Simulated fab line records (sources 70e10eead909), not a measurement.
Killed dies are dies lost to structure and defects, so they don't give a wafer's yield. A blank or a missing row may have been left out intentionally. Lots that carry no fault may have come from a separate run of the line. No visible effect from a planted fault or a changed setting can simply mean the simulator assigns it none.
Chamber matching / flow nand_harc / 4 sister chambers for NHARC_P_M2_DESCUM_14 on rie_diel-06
The step chemistry O2, time 3 s. 8 wafers are shown with their chamber, then 12 later ones without.

== WAFERS WITH THEIR CHAMBER ==
wafer=L086.4; chamber=2; drypump_motor_current_A (A)=6.1; oes_product_au (a.u.)=0.992
wafer=L086.5; chamber=1; drypump_motor_current_A (A)=5.9; oes_product_au (a.u.)=1.003
wafer=L086.6; chamber=0; drypump_motor_current_A (A)=6.1; oes_product_au (a.u.)=0.997
wafer=L087.3; chamber=0; drypump_motor_current_A (A)=6.2; oes_product_au (a.u.)=1.011
wafer=L087.4; chamber=1; drypump_motor_current_A (A)=5.9; oes_product_au (a.u.)=1.014
wafer=L090.1; chamber=3; drypump_motor_current_A (A)=5.3; oes_product_au (a.u.)=0.997
wafer=L090.4; chamber=2; drypump_motor_current_A (A)=6.1; oes_product_au (a.u.)=0.994
wafer=L090.5; chamber=3; drypump_motor_current_A (A)=5.3; oes_product_au (a.u.)=0.995

== WAFERS WHOSE CHAMBER IS MISSING ==
wafer=L092.1; drypump_motor_current_A (A)=6.1; oes_product_au (a.u.)=0.988
wafer=L092.3; drypump_motor_current_A (A)=5.3; oes_product_au (a.u.)=1.014
wafer=L092.5; drypump_motor_current_A (A)=6.1; oes_product_au (a.u.)=1.006
wafer=L095.4; drypump_motor_current_A (A)=6.0; oes_product_au (a.u.)=1.012
wafer=L095.5; drypump_motor_current_A (A)=5.3; oes_product_au (a.u.)=1.004
wafer=L095.6; drypump_motor_current_A (A)=6.1; oes_product_au (a.u.)=0.994
wafer=L094.2; drypump_motor_current_A (A)=5.8; oes_product_au (a.u.)=1.018
wafer=L094.3; drypump_motor_current_A (A)=6.1; oes_product_au (a.u.)=1.003
wafer=L094.4; drypump_motor_current_A (A)=5.4; oes_product_au (a.u.)=1.009
wafer=L096.1; drypump_motor_current_A (A)=6.2; oes_product_au (a.u.)=0.999
wafer=L096.3; drypump_motor_current_A (A)=5.9; oes_product_au (a.u.)=1.007
wafer=L096.6; drypump_motor_current_A (A)=5.9; oes_product_au (a.u.)=1.003

== THE CHAMBER EACH PASSED THROUGH ==
wafer=L092.1; from the rows above=2; in truth=2
wafer=L092.3; from the rows above=3; in truth=3
wafer=L092.5; from the rows above=can't be placed: 0 or 2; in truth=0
wafer=L095.4; from the rows above=can't be placed: 1 or 2 or 0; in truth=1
wafer=L095.5; from the rows above=3; in truth=3
wafer=L095.6; from the rows above=can't be placed: 2 or 0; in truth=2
wafer=L094.2; from the rows above=1; in truth=1
wafer=L094.3; from the rows above=can't be placed: 0 or 2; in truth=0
wafer=L094.4; from the rows above=3; in truth=3
wafer=L096.1; from the rows above=can't be placed: 0 or 2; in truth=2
wafer=L096.3; from the rows above=1; in truth=1
wafer=L096.6; from the rows above=1; in truth=1
7 of 12 placed correctly. These rows do not allow placing 5 (true chamber among the candidates in 5). Placed wrongly: 0.
How it was worked out, from the rows above alone: a wafer's distance from a chamber is the root of the sum, over the readings, of the square of ((its reading less the chamber's mean) divided by the reading's scatter). If the next closest chamber is less than 2 further off than the closest, the wafer can't be placed; otherwise it belongs to the closest. For every chamber, the mean is computed from those of its wafers that are shown. The scatter: take each reading less its chamber's mean, square it, sum over the shown wafers, divide by the number of wafers less the number of chambers, and take the root.
